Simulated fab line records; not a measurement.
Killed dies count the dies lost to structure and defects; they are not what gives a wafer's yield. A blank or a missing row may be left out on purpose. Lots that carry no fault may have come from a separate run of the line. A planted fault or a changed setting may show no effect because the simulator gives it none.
fab line records | flow nand_harc
record: lots: 6 wafers: 18 last_day: 24
route steps=1159 shown A_STAIRCASE@664 END@1159
lots that met no fault: taken from a fault-free run of the same line
start_h: start of the lot's first displayed wafer, in hours after the record's first day | wait_h: hours elapsed since this lot's preceding step | " as in the row above | L1.1+2: one row covering several wafers at once | - no value, or no start given | * or withheld: withheld | < > ~ a bound
route shown NAME@n: names a module that has steps shown in the file, with the first one's number in the route | usual: the fault-free wafers' mean and standard deviation | same: alike in all rows | chamber/n: place in a boat | sites: each site's reading | _std_site: the values' standard deviation | _edge_site: inner sites' mean taken away from outer sites' mean | radius_mm: how far each site lies from the wafer's centre | mask NAME#n: copy n | behind: the most recent tool/chamber to have shaped the wafer | hold: the reason the lot was held/the length of the hold in hours/how it ended | device: which transistor (n, p or np) failed to switch | end of line: the same wafers' tests at the end of the route | a step given without rows: its recipe and nothing more | killed: at the first sort, the dies lost to defects and structure; wafer yield is something else | map: shows each die of a wafer: x if killed, . if not, _ if none is there
set.NAME: setting as actually run; set.NAME@STEP: the setting as run at that earlier step | model.NAME: the simulator's own value behind a step, which no gauge read
lots seen at some steps along the route; tables by step, rows by wafer
services: from which hour (start_h, from the record's first day; less than 0 if before it) a tool's chamber was out of use, for how many hours, and why
== steps ==
step: NHARC_A_STAIRCASE_DESCUM_291
recipe: time_s: 3 o2_flow_sccm: 200 ar_flow_sccm: 0 bias_power_w: 0 chemistry: O2
usual: drypump_motor_current_A: 5.8/0.61 oes_product_au: 1.002/0.013 rf_vpp_V: 57.8/0.94 showerhead_plenum_p_Torr: 1.93/0.11 throttle_valve_pct: 11.310/0.009
columns lot.wafer tool chamber start_h wait_h drypump_motor_current_A oes_product_au rf_hours_counter_h rf_vpp_V showerhead_plenum_p_Torr throttle_valve_pct
L843.4 rie_diel-02 3 276.18 - 5.5 1.018 45 58.1 1.85 11.314
L843.1 " 1 " " 6.6 0.991 43 57.5 2.00 11.320
L843.5 " 3 " " 5.5 1.026 - 56.9 1.85 11.314
L844.3 rie_diel-11 1 276.45 - 5.5 0.980 27 58.4 1.79 11.300
L844.1 " 3 " " 5.3 0.975 26 59.0 1.81 11.311
L844.5 " 1 " " 5.5 0.971 - 57.1 1.79 11.302
L849.2 rie_diel-03 2 305.13 - 5.5 1.011 31 58.6 2.05 11.315
L849.4 " 3 " " 5.5 1.009 - 56.9 1.79 11.312
L849.5 " 2 " " 5.5 1.015 - 58.6 2.05 11.319
L850.2 rie_diel-03 3 332.96 - 5.6 0.998 44 57.8 1.78 11.320
L850.5 " 3 " " 5.6 0.998 - 57.1 1.78 11.306
L850.6 " 0 " " 5.7 1.014 - 58.6 2.04 11.287
L858.3 rie_diel-11 2 361.94 - 6.1 1.007 56 56.7 1.78 11.301
L858.1 " 0 " " 6.8 1.004 54 58.6 2.06 11.299
L858.4 " 2 " " 6.1 1.000 - 57.1 1.78 11.328
L862.2 rie_diel-02 0 385.91 - 4.9 1.000 19 58.3 2.05 11.298
L862.3 " 1 " " 6.6 1.012 17 57.9 1.99 11.305
L862.5 " 0 " " 4.9 0.994 - 58.8 2.05 11.315
step: NHARC_A_STAIRCASE_ETCH_292
recipe: cf4_flow_sccm: 100 chf3_flow_sccm: 30 ar_flow_sccm: 0 rf_w: 500 bias_w: 200 chemistry: CF4/CHF3
usual: drypump_motor_current_A: 5.8/0.62 oes_product_au: 0.947/0.023 rf_vpp_V: 371.0/2.9 showerhead_plenum_p_Torr: 1.59/0.085 throttle_valve_pct: 16.801/0.0091
columns lot.wafer tool chamber start_h wait_h drypump_motor_current_A oes_product_au rf_hours_counter_h rf_vpp_V showerhead_plenum_p_Torr throttle_valve_pct
L843.4 rie_diel-02 1 276.26 0.1 6.6 0.973 43 371.3 1.64 16.801
L843.1 " 3 " " 5.5 0.962 45 368.7 1.52 16.800
L843.5 " 1 " " 6.6 0.973 - 372.0 1.64 16.810
L844.1 rie_diel-11 3 276.54 0.1 5.3 0.901 26 368.0 1.49 16.790
L844.3 " 2 " " 6.1 0.927 27 368.0 1.48 16.794
L844.5 " 3 " " 5.4 0.897 - 366.6 1.49 16.792
L849.2 rie_diel-03 3 305.23 0.1 5.6 0.936 31 366.0 1.48 16.801
L849.4 " 2 " " 5.5 0.937 - 376.3 1.68 16.816
L849.5 " 3 " " 5.6 0.937 - 365.9 1.48 16.792
L850.2 rie_diel-03 0 333.07 0.1 5.7 0.957 42 372.3 1.67 16.802
L850.5 " 1 " " 5.2 0.943 - 369.7 1.53 16.808
L850.6 " 0 " " 5.7 0.953 - 373.5 1.67 16.795
L858.1 rie_diel-11 0 362.17 0.2 6.8 0.934 54 374.2 1.69 16.799
L858.3 " 3 " " 5.3 0.925 58 367.4 1.49 16.813
L858.4 " 3 " " 5.4 0.910 - 367.3 1.49 16.797
L862.2 rie_diel-02 0 385.99 0.1 4.9 0.974 19 374.5 1.68 16.800
L862.3 " 2 " " 6.8 0.988 16 371.4 1.59 16.788
L862.5 " 1 " " 6.6 0.971 - 373.1 1.63 16.806
step: NHARC_A_STAIRCASE_HM_OPEN_460
recipe: o2_flow_sccm: 400 cos_flow_sccm: 20 ar_flow_sccm: 0 rf_w: 500 bias_w: 300 chemistry: O2/COS
step: NHARC_A_STAIRCASE_STRIP_461
recipe: o2_flow_sccm: 400 cos_flow_sccm: 20 ar_flow_sccm: 0 bias_w: 0 chemistry: O2/COS
step: NHARC_A_STAIRCASE_ETCH_452
recipe: target_depth_a: 300 overetch_a: 30 time_s: 16.5 ion_energy_ev: 100 cf4_flow_sccm: 80 o2_flow_sccm: 20 ar_flow_sccm: 0 rf_w: 300 bias_w: 100 chemistry: CF4/O2
usual: drypump_motor_current_A: 5.8/0.63 oes_ar_750_au: 0.999/0.0041 oes_product_au: 1.001/0.013 rf_vpp_V: 198.1/1.8 showerhead_plenum_p_Torr: 1.35/0.074 throttle_valve_pct: 13.397/0.0094
columns lot.wafer tool chamber start_h wait_h drypump_motor_current_A oes_ar_750_au oes_product_au rf_hours_counter_h rf_vpp_V showerhead_plenum_p_Torr throttle_valve_pct
L843.1 rie_diel-02 0 - - 4.9 0.990 0.997 44 199.2 1.44 13.398
L843.4 " 2 " " 6.8 1.000 0.996 45 199.3 1.36 13.386
L843.5 " 0 " " 4.9 0.996 0.984 - 200.6 1.44 13.389
L844.1 rie_diel-11 0 - - 6.8 0.994 0.994 27 198.5 1.44 13.403
L844.3 " 1 " " 5.5 1.001 0.987 27 196.4 1.25 13.406
L844.5 " 0 " " 6.8 0.999 1.002 - 201.4 1.44 13.406
L849.2 rie_diel-03 3 - - 5.6 1.000 0.994 31 195.9 1.25 13.392
L849.4 " 2 " " 5.5 0.999 1.002 - 200.8 1.43 13.412
L849.5 " 3 " " 5.5 0.999 0.991 - 196.7 1.25 13.393
L850.2 rie_diel-03 1 - - 5.2 1.003 1.002 33 196.1 1.30 13.399
L850.5 " 3 " " 5.6 0.997 0.992 - 196.1 1.25 13.415
L850.6 " 0 " " 5.6 1.008 1.016 - 198.9 1.42 13.387
L858.1 rie_diel-11 3 - - 5.4 0.997 0.976 58 197.3 1.26 13.408
L858.3 " 0 " " 6.9 0.998 0.994 54 199.3 1.43 13.397
L858.4 " 3 " " 5.4 1.002 0.973 - 198.2 1.26 13.392
L862.2 rie_diel-02 0 - - 4.9 1.007 1.001 19 199.9 1.43 13.385
L862.3 " 1 " " 6.6 1.002 1.003 17 198.7 1.38 13.409
L862.5 " 0 " " 4.9 0.999 1.004 - 200.3 1.43 13.390
step: NHARC_A_STAIRCASE_ETCH_294
recipe: target_depth_a: 49920 time_s: 1212.4 ion_energy_ev: 800 c4f8_flow_sccm: 80 o2_flow_sccm: 60 ar_flow_sccm: withheld rf_w: 600 bias_w: 3000 chemistry: C4F8/O2/Ar
usual: oes_product_au: 0.934/0.013 rf_vpp_V: 1830/14
columns lot.wafer tool chamber start_h wait_h oes_product_au rf_hours_counter_h rf_vpp_V
L843.4 rie_diel-02 1 - - 0.957 43 1838
L843.1 " 3 " " 0.952 45 1820
L843.5 " 1 " " 0.958 - 1838
L844.3 rie_diel-11 0 - - 0.938 27 1846
L844.1 " 2 " " 0.938 27 1810
L844.5 " 0 " " 0.927 - 1846
L849.2 rie_diel-03 3 - - 0.935 31 1811
L849.5 " 2 " " 0.937 - 1842
L849.4 " 0 " " 0.941 - 1843
L850.2 rie_diel-03 0 - - 0.928 43 1844
L850.6 " 1 " " 0.939 - 1819
L850.5 " 2 " " 0.930 - 1844
L858.1 rie_diel-11 2 - - 0.938 57 1809
L858.3 " 3 " " 0.919 58 1813
L858.4 " 2 " " 0.931 - 1810
L862.2 rie_diel-02 0 - - 0.948 19 1845
L862.3 " 3 " " 0.946 18 1818
L862.5 " 0 " " 0.948 - 1843
step: NHARC_A_STAIRCASE_STRIP_295
recipe: o2_flow_sccm: 500 ar_flow_sccm: 0 bias_w: 0 chemistry: O2
step: NHARC_A_STAIRCASE_STRIP_296
recipe: time_s: 900 temp_c: 130 chemistry: SPM
step: NHARC_A_STAIRCASE_PRECLEAN_297
recipe: time_s: * temp_c: 50 bath_age_min: 0 chemistry: SC1
step: NHARC_A_STAIRCASE_SRD_298
step: NHARC_A_STAIRCASE_HM_DEP_462
recipe: target_thk_a: 8000 temp_c: 400 material: aC
usual: throttle_valve_pct: 35.000/0.0089
columns lot.wafer tool chamber start_h wait_h throttle_valve_pct
L843.1 acl_dep-03 0 279.06 0.7 34.988
L843.4 " 0 " " 35.024
L843.5 " 0 " " 35.013
L844.1 acl_dep-02 0 279.53 0.8 34.993
L844.3 " 0 " " 35.014
L844.5 " 0 " " 35.008
L849.2 acl_dep-03 0 315.09 7.5 35.002
L849.4 " 0 " " 34.992
L849.5 " 0 " " 34.994
L850.2 acl_dep-01 0 335.94 0.4 34.995
L850.5 " 0 " " 35.008
L850.6 " 0 " " 34.993
L858.1 acl_dep-03 0 365.87 1.2 35.012
L858.3 " 0 " " 34.985
L858.4 " 0 " " 34.990
L862.2 acl_dep-02 0 388.67 0.4 35.014
L862.3 " 0 " " 34.984
L862.5 " 0 " " 35.002
step: NHARC_A_STAIRCASE_DEP_301
recipe: target_thk_a: 300 target_thk_nm: 30 temp_c: 400 pressure_torr: 3.5 flow_sccm: 200 rf_w: 350 material: SiON
usual: heater_power_w: 708/69 rf_fwd_power_W: 348.4/1.3 showerhead_vpp_V: 1129/40
columns lot.wafer tool chamber start_h wait_h heater_power_w rf_fwd_power_W showerhead_vpp_V
L843.1 pecvd-04 0 280.97 1.6 624 349.9 1118
L843.5 " 1 " " 631 345.3 1121
L843.4 " 0 " " 648 349.5 1106
L844.3 pecvd-03 1 281.39 1.0 796 350.2 1097
L844.1 " 2 " " 680 349.1 1182
L844.5 " 0 " " 662 345.3 1067
L849.2 pecvd-04 2 316.68 1.3 748 349.1 1126
L849.4 " 2 " " 743 350.6 1138
L849.5 " 0 " " 664 208.0 865
L850.2 pecvd-04 0 337.77 1.5 639 208.8 882
L850.5 " 0 " " 649 210.6 881
L850.6 " 1 " " 615 345.6 1118
L858.1 pecvd-03 0 367.73 1.6 681 346.3 1092
L858.3 " 1 " " 833 349.8 1096
L858.4 " 1 " " 805 351.0 1105
L862.3 pecvd-03 1 390.26 1.0 805 350.2 1108
L862.2 " 0 " " 720 346.5 1095
L862.5 " 2 " " 655 346.8 1182
step: NHARC_A_STAIRCASE_DEHYDRATE_302
recipe: temp_c: 150 time_s: 120
step: NHARC_END_SORT_01
recipe: temp_c: 25
usual: killed_at_array: 26/8.4 killed_at_other: 0.7/0.97 killed_at_periphery: 3.2/2.2 killed_dies: 30/8.5 killed_open: 3.4/2 killed_short: 2/1.3
same: gross_dies: 677
columns lot.wafer tool chamber start_h wait_h killed_at_array killed_at_other killed_at_periphery killed_dies killed_open killed_short
L844.1 prober-02 0 471.07 2.5 22 0 2 24 1 2
L844.3 prober-02 0 472.69 3.1 19 0 7 26 4 3
L844.5 prober-02 0 474.30 3.7 22 0 8 30 6 2
L843.1 prober-01 0 471.11 2.5 26 2 5 33 8 2
L843.4 prober-01 0 473.53 3.4 21 0 3 24 3 2
L843.5 prober-01 0 474.34 3.7 20 1 5 26 3 1
L849.2 prober-01 0 498.47 2.8 18 1 5 24 2 1
L849.4 prober-01 0 500.05 3.4 24 1 1 26 4 2
L849.5 prober-01 0 500.84 3.7 17 0 2 19 1 2
L850.2 prober-02 0 521.61 2.8 19 0 7 26 3 2
L850.5 prober-02 0 523.99 3.7 32 0 2 34 6 3
L850.6 prober-02 0 524.79 4.0 25 0 3 28 4 1
L858.1 prober-01 0 549.18 2.5 30 0 4 34 1 1
L858.3 prober-01 0 550.79 3.1 25 0 4 29 1 1
L858.4 prober-01 0 551.59 3.4 36 1 3 40 2 1
L862.2 prober-01 0 570.28 2.8 28 0 2 30 1 2
L862.3 prober-01 0 571.09 3.1 40 0 0 40 0 2
L862.5 prober-01 0 572.70 3.7 35 0 2 37 3 2
killed by level:class
L844.1 A_CHANNEL_HOLE_D1:chamber_film_flake=15 A_ONON_D1:geometric_particle:short=1 A_CHANNEL_FILL_D1:geometric_particle:short=1 A_CONTACT:geometric_particle:open=1 P_ZERO_WELL:chamber_film_flake=1 P_STI:chamber_film_flake=1 A_ZERO_WELL:chamber_film_flake=1 A_CHANNEL_FILL_D1:chamber_film_flake=1
L843.1 A_SLIT:chamber_film_flake=10 A_CONTACT:chamber_film_flake=5 P_M0:geometric_particle:open=2 A_WL_FILL:chamber_film_flake=2 A_BLC:chamber_film_flake=2 THIN_TSV:chamber_film_flake=2 P_GATE:geometric_particle:open=1 P_M1:geometric_particle:open=1
L844.3 A_CHANNEL_HOLE_D1:chamber_film_flake=11 P_STI:chamber_film_flake=5 A_CONTACT:geometric_particle:open=3 A_CONTACT:chamber_film_flake=2 P_CONTACT:geometric_particle:short=1 A_SGD_CUT:geometric_particle:short=1 A_WL_FILL:geometric_particle:short=1 A_BLC:geometric_particle:open=1
L843.4 A_SLIT:chamber_film_flake=9 A_CONTACT:geometric_particle:open=2 A_CHANNEL_HOLE_D1:chamber_film_flake=2 A_WL_FILL:chamber_film_flake=2 A_CONTACT:chamber_film_flake=2 A_BLC:chamber_film_flake=2 P_GATE:geometric_particle:open=1 P_GATE:geometric_particle:short=1
L844.5 A_CHANNEL_HOLE_D1:chamber_film_flake=14 P_STI:chamber_film_flake=3 P_CONTACT:geometric_particle:open=2 A_CHANNEL_HOLE_D1:geometric_particle:open=2 A_STAIRCASE:chamber_film_flake=2 P_M0:geometric_particle:open=1 A_ONON_D1:geometric_particle:open=1 A_ONON_D1:geometric_particle:short=1
L843.5 A_SLIT:chamber_film_flake=7 A_CONTACT:chamber_film_flake=5 A_BLC:chamber_film_flake=4 P_BONDPAD:chamber_film_flake=2 P_CONTACT:geometric_particle:open=1 P_M0:geometric_particle:open=1 A_M0:geometric_particle:open=1 A_M0:geometric_particle:short=1
L849.2 A_SLIT:chamber_film_flake=9 A_STAIRCASE:chamber_film_flake=5 P_GATE:chamber_film_flake=4 A_BLC:geometric_particle:open=2 P_ZERO_WELL:chamber_film_flake=1 A_M0:geometric_particle:short=1 A_CHANNEL_HOLE_D1:chamber_film_flake=1 THIN_TSV:chamber_film_flake=1
L849.4 A_SLIT:chamber_film_flake=12 A_STAIRCASE:chamber_film_flake=3 A_M0:geometric_particle:open=2 A_CHANNEL_HOLE_D1:chamber_film_flake=2 A_CONTACT:chamber_film_flake=2 P_M0:geometric_particle:open=1 A_ONON_D1:geometric_particle:short=1 A_WL_FILL:geometric_particle:short=1
L849.5 A_SLIT:chamber_film_flake=8 A_CHANNEL_HOLE_D1:chamber_film_flake=5 A_STAIRCASE:chamber_film_flake=2 P_STI:geometric_particle:open=1 A_CHANNEL_HOLE_D1:geometric_particle:short=1 A_WL_FILL:geometric_particle:short=1 P_GATE:chamber_film_flake=1
L850.2 A_SLIT:chamber_film_flake=6 A_CONTACT:chamber_film_flake=6 P_GATE:chamber_film_flake=3 A_STAIRCASE:chamber_film_flake=3 P_STI:chamber_film_flake=2 P_CONTACT:geometric_particle:open=1 A_CHANNEL_FILL_D1:geometric_particle:short=1 A_WL_FILL:geometric_particle:short=1
L850.5 A_SLIT:chamber_film_flake=12 A_CHANNEL_HOLE_D1:chamber_film_flake=3 A_CHANNEL_FILL_D1:chamber_film_flake=3 A_STAIRCASE:chamber_film_flake=3 A_CONTACT:chamber_film_flake=3 A_CHANNEL_HOLE_D1:geometric_particle:open=2 P_M0:geometric_particle:open=1 A_ONON_D1:geometric_particle:short=1
L850.6 A_SLIT:chamber_film_flake=6 A_CONTACT:chamber_film_flake=6 A_CHANNEL_HOLE_D1:chamber_film_flake=4 A_STAIRCASE:chamber_film_flake=4 P_BONDPAD:chamber_film_flake=2 A_SOURCE_PLATE:geometric_particle:open=1 A_ONON_D1:geometric_particle:open=1 A_WL_FILL:geometric_particle:short=1
L858.1 A_CHANNEL_HOLE_D1:chamber_film_flake=10 A_SLIT:chamber_film_flake=9 A_M0:chamber_film_flake=5 A_CONTACT:chamber_film_flake=4 P_GATE:chamber_film_flake=3 A_WL_FILL:geometric_particle:short=1 A_M0:geometric_particle:open=1 P_ZERO_WELL:chamber_film_flake=1
L858.3 A_CHANNEL_HOLE_D1:chamber_film_flake=10 A_SLIT:chamber_film_flake=5 A_M0:chamber_film_flake=4 A_STAIRCASE:chamber_film_flake=3 A_CONTACT:chamber_film_flake=2 P_M0:geometric_particle:open=1 A_WL_FILL:geometric_particle:short=1 P_ZERO_WELL:chamber_film_flake=1
L858.4 A_SLIT:chamber_film_flake=15 A_CHANNEL_HOLE_D1:chamber_film_flake=13 A_CONTACT:chamber_film_flake=3 P_GATE:chamber_film_flake=2 A_STAIRCASE:chamber_film_flake=2 P_GATE:geometric_particle:open=1 A_CHANNEL_FILL_D1:geometric_particle:short=1 A_CONTACT:geometric_particle:open=1
L862.2 A_SLIT:chamber_film_flake=11 A_CHANNEL_HOLE_D1:chamber_film_flake=6 A_CONTACT:chamber_film_flake=5 A_ZERO_WELL:chamber_film_flake=2 A_SGD_CUT:chamber_film_flake=2 P_M0:geometric_particle:short=1 A_ONON_D1:geometric_particle:short=1 A_CONTACT:geometric_particle:open=1
L862.3 A_SLIT:chamber_film_flake=22 A_CHANNEL_HOLE_D1:chamber_film_flake=5 A_CONTACT:chamber_film_flake=4 A_STAIRCASE:chamber_film_flake=3 A_ZERO_WELL:chamber_film_flake=2 A_WL_FILL:geometric_particle:short=1 A_BLC:geometric_particle:short=1 A_CHANNEL_FILL_D1:chamber_film_flake=1
L862.5 A_SLIT:chamber_film_flake=14 A_CHANNEL_HOLE_D1:chamber_film_flake=8 A_CONTACT:chamber_film_flake=5 A_CHANNEL_FILL_D1:chamber_film_flake=2 P_GATE:geometric_particle:short=1 A_CHANNEL_HOLE_D1:geometric_particle:open=1 A_SGD_CUT:geometric_particle:open=1 A_WL_FILL:geometric_particle:short=1
== services ==
columns tool chamber start_h hours kind
rie_diel-02 0 257.85 - clean
rie_diel-02 1 257.85 - clean
rie_diel-02 2 257.85 - clean
rie_diel-02 3 257.85 - clean
rie_diel-11 0 273.97 - clean
rie_diel-11 1 273.97 - clean
rie_diel-11 2 273.97 - clean
rie_diel-11 3 273.97 - clean
rie_diel-03 0 274.07 - clean
rie_diel-03 1 274.07 - clean
rie_diel-03 2 274.07 - clean
rie_diel-03 3 274.07 - clean
pecvd-03 - 292.35 13.0 pm
acl_dep-01 - 295.72 13.0 pm
rie_diel-11 0 306.26 16.5 repair
rie_diel-11 1 308.35 5.1 repair
rie_diel-03 2 312.97 20.5 repair
rie_diel-02 - 327.80 9.0 pm
rie_diel-11 2 329.28 7.2 repair
pecvd-03 - 334.11 1.5 repair
pecvd-04 0 338.98 8.1 repair
acl_dep-02 - 348.96 13.0 pm
rie_diel-11 - 368.22 9.0 pm
pecvd-04 - 376.19 13.0 pm
== key ==
first_sign: step: NHARC_A_STAIRCASE_DEP_301 reading: rf_fwd_power_W direction: down sigmas: 99+ usual: * struck: *
effect: step: NHARC_A_STAIRCASE_DEP_301 reading: showerhead_vpp_V direction: down sigmas: 6.4 usual: 1129 struck: 876
met_at NHARC_A_STAIRCASE_DEP_301
struck_wafers L849.5,L850.2,L850.5
tester_left_out L849,L850
onset_between 280.97 316.68
fault: kind: process_parameter_drift tool: pecvd-04 chamber: 0 onset_h: 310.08 steps: NHARC_A_STAIRCASE_DEP_301 channel: rf_w offset: * shape: step end_h: 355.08 acts_in: * stated: *
tester_left_out: of these lots the tester's yield and bins aren't shown, on N5 and GAA mostly nor the transistor test; their killed dies are dies lost to structure and defects alone, not to doping, threshold or leakage, so they don't give the yield
